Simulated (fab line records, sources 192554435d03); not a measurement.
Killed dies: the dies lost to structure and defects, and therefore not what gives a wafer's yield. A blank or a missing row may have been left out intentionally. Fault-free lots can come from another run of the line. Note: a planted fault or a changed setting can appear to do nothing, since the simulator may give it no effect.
2 desks looking at one fault	flow n5-finfet	every desk sees just its own numbers, and what lay behind them comes last

== FOR THE TOOL OWNER'S DESK: cvd-co-01 ==
The tool's own readings at N5_BEOL_M3_CO_CAP_55 (material Co, precursor CCTBA/H2, target thk 2 nm, time 102.1 s): means of the sampled wafers that have a number, for each lot that ran on this tool. Marked OUT: a lot whose mean sits more than 4 standard deviations from the usual mean, which makes it out of limits; the brackets give that distance.
Columns: A = heater-power-w at N5_BEOL_M3_CO_CAP_55, usual 226 W; B = run-length-s at N5_BEOL_M3_CO_CAP_55, usual 125.0 s
lot	first seen here	A	B
L217	day 8 13:10	220	125.5
L218	day 8 18:01	224	124.6
L224	day 10 01:14	226	140.1 (+33) OUT
L225	day 10 05:14	223	135.2 (+23) OUT
L226	day 10 18:49	217	135.0 (+22) OUT
This desk's verdict: out of limits on L224, L225, L226, starting with L224 at day 10 01:14 (run-length-s at N5_BEOL_M3_CO_CAP_55). L217, L218: within limits.

== THE METROLOGY DESK ==
Lot by lot, what the gauges showed, no matter which tool ran the lot: averages of those sampled wafers that carry a number. Marked OUT: a lot whose mean sits more than 4 standard deviations from the usual mean, which makes it out of limits; the brackets give that distance. Readings shown: 7 of its 10, picked as those furthest out on some lot.
Columns: A = DIBL_N at N5_BEOL_M4_RC_MEAS_101, usual 36.0 mV/V; B = DIBL_P at N5_BEOL_M4_RC_MEAS_101, usual 36.2 mV/V; C = IOFF_P at N5_BEOL_M4_RC_MEAS_101, usual 0.21 nA/um; D = ION_N at N5_BEOL_M4_RC_MEAS_101, usual 675 uA/um; E = ION_P at N5_BEOL_M4_RC_MEAS_101, usual 463 uA/um; F = SS_P at N5_BEOL_M4_RC_MEAS_101, usual 73.3 mV/dec; G = VT_N at N5_BEOL_M4_RC_MEAS_101, usual 250 mV
lot	first seen here	A	B	C	D	E	F	G
L216	day 8 20:47	34.2	36.0	0.18	665	455	73.2	251
L217	day 9 01:07	35.7	37.4	0.21	673	462	72.6	249
L218	day 9 06:21	35.5	35.5	0.18	673	459	72.6	251
L224	day 10 18:38	36.2	37.3	0.21	687	463	73.6	248
L225	day 11 02:45	40.3	39.7	0.24	695	468	74.4	248
L226	day 11 05:12	37.1	38.8	0.27	685	473	73.9	246
L231	day 12 15:52	34.0	34.5	0.18	662	459	72.9	255
L236	day 13 23:46	37.0	37.0	0.24	685	467	73.1	247
L235	day 14 02:49	36.5	35.7	0.19	676	460	73.1	249
L237	day 14 05:08	35.0	34.3	0.19	669	457	73.1	252
Finding of this desk: none of the 10 lots has anything out of limits.

== ALL TOGETHER ==
The tool owner's desk had the chance to raise an alarm at day 10 01:14 on L224, L225, L226.
Nothing out of limits was seen by the metrology desk.
The metrology desk holds a record of L224, L225, L226, inside its limits.
Of the lots named, all ran N5_BEOL_M3_CO_CAP_55 on cvd-co-01.

== WHAT HAD BEEN PUT IN BY THE SIMULATOR ==
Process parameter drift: cvd-co-01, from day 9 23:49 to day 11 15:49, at N5_BEOL_M3_CO_CAP_55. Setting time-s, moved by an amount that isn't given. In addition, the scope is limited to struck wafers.
Struck lots among those shown: L224, L225, L226.
Hours from the fault's start to each desk's first reading out of limits: the tool owner's desk, 1.
